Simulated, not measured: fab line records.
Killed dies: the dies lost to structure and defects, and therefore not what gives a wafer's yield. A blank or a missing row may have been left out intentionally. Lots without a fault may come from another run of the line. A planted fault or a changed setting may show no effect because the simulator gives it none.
Matching of chambers :: flow nand-harc :: NHARC_P_STI_ETCH_15 on rie-si-05: 4 sister chambers
The step etches the open film in HBr/Cl2, target depth 300 nm, time 100.1 s. 14 wafers are shown with their chamber, then 7 later ones without.

## WAFERS, EACH WITH ITS CHAMBER
wafer: L506.3
chamber: 3
drypump-motor-current-A (A): 6.2
oes-product-au (a.u.): 1.009
throttle-valve-pct (%): 26.420

wafer: L506.4
chamber: 2
drypump-motor-current-A (A): 6.3
oes-product-au (a.u.): 0.997
throttle-valve-pct (%): 26.396

wafer: L506.6
chamber: 1
drypump-motor-current-A (A): 5.8
oes-product-au (a.u.): 0.994
throttle-valve-pct (%): 26.408

wafer: L512.2
chamber: 2
drypump-motor-current-A (A): 6.3
oes-product-au (a.u.): 1.003
throttle-valve-pct (%): 26.401

wafer: L512.3
chamber: 1
drypump-motor-current-A (A): 5.8
oes-product-au (a.u.): 0.984
throttle-valve-pct (%): 26.396

wafer: L512.5
chamber: 1
drypump-motor-current-A (A): 5.8
oes-product-au (a.u.): 0.988
throttle-valve-pct (%): 26.393

wafer: L513.1
chamber: 2
drypump-motor-current-A (A): 6.3
oes-product-au (a.u.): 0.996
throttle-valve-pct (%): 26.420

wafer: L513.2
chamber: 3
drypump-motor-current-A (A): 6.2
oes-product-au (a.u.): 1.004
throttle-valve-pct (%): 26.399

wafer: L513.5
chamber: 2
drypump-motor-current-A (A): 6.3
oes-product-au (a.u.): 0.990
throttle-valve-pct (%): 26.413

wafer: L514.1
chamber: 0
drypump-motor-current-A (A): 6.5
oes-product-au (a.u.): 0.991
throttle-valve-pct (%): 26.414

wafer: L514.2
chamber: 2
drypump-motor-current-A (A): 6.3
oes-product-au (a.u.): 0.998
throttle-valve-pct (%): 26.416

wafer: L514.4
chamber: 3
drypump-motor-current-A (A): 6.1
oes-product-au (a.u.): 0.999
throttle-valve-pct (%): 26.382

wafer: L518.1
chamber: 0
drypump-motor-current-A (A): 6.5
oes-product-au (a.u.): 1.001
throttle-valve-pct (%): 26.411

wafer: L518.2
chamber: 3
drypump-motor-current-A (A): 6.2
oes-product-au (a.u.): 1.005
throttle-valve-pct (%): 26.420

SIGNATURES (means of the wafers above)
reading: drypump-motor-current-A
chamber 0: 6.500
chamber 1: 5.800
chamber 2: 6.300
chamber 3: 6.175
scatter within a chamber: 0.0274

reading: oes-product-au
chamber 0: 0.99600
chamber 1: 0.98867
chamber 2: 0.99680
chamber 3: 1.00425
scatter within a chamber: 0.00488

reading: throttle-valve-pct
chamber 0: 26.41250
chamber 1: 26.39900
chamber 2: 26.40920
chamber 3: 26.40525
scatter within a chamber: 0.0125
Rule: for each reading, subtract the chamber's mean from the wafer's reading, divide by that reading's scatter and square the result; add these up over the readings and take the root, which gives the wafer's distance from the chamber. If the next closest chamber is less than 2 further off than the closest, the wafer can't be placed; otherwise it belongs to the closest. How the scatter is found: for the shown wafers, subtract from each reading the mean of its chamber, square and add these, divide the total by (wafers less chambers), then take the root.

## WAFERS WITH NO CHAMBER GIVEN
wafer: L518.4
drypump-motor-current-A (A): 6.3
oes-product-au (a.u.): 1.003
throttle-valve-pct (%): 26.398

wafer: L520.3
drypump-motor-current-A (A): 6.5
oes-product-au (a.u.): 1.003
throttle-valve-pct (%): 26.410

wafer: L520.4
drypump-motor-current-A (A): 6.3
oes-product-au (a.u.): 1.007
throttle-valve-pct (%): 26.432

wafer: L520.6
drypump-motor-current-A (A): 6.1
oes-product-au (a.u.): 1.004
throttle-valve-pct (%): 26.419

wafer: L522.1
drypump-motor-current-A (A): 6.5
oes-product-au (a.u.): 0.997
throttle-valve-pct (%): 26.401

wafer: L522.2
drypump-motor-current-A (A): 6.3
oes-product-au (a.u.): 1.006
throttle-valve-pct (%): 26.409

wafer: L522.6
drypump-motor-current-A (A): 6.5
oes-product-au (a.u.): 1.002
throttle-valve-pct (%): 26.421

## WHICH CHAMBER EACH ONE RAN IN
wafer: L518.4
from the rows above: 2
in truth: 2

wafer: L520.3
from the rows above: 0
in truth: 0

wafer: L520.4
from the rows above: 2
in truth: 2

wafer: L520.6
from the rows above: 3
in truth: 3

wafer: L522.1
from the rows above: 0
in truth: 0

wafer: L522.2
from the rows above: 2
in truth: 2

wafer: L522.6
from the rows above: 0
in truth: 0
7 of 7 placed correctly. From these rows, 0 cannot be placed. Number placed wrongly: 0.
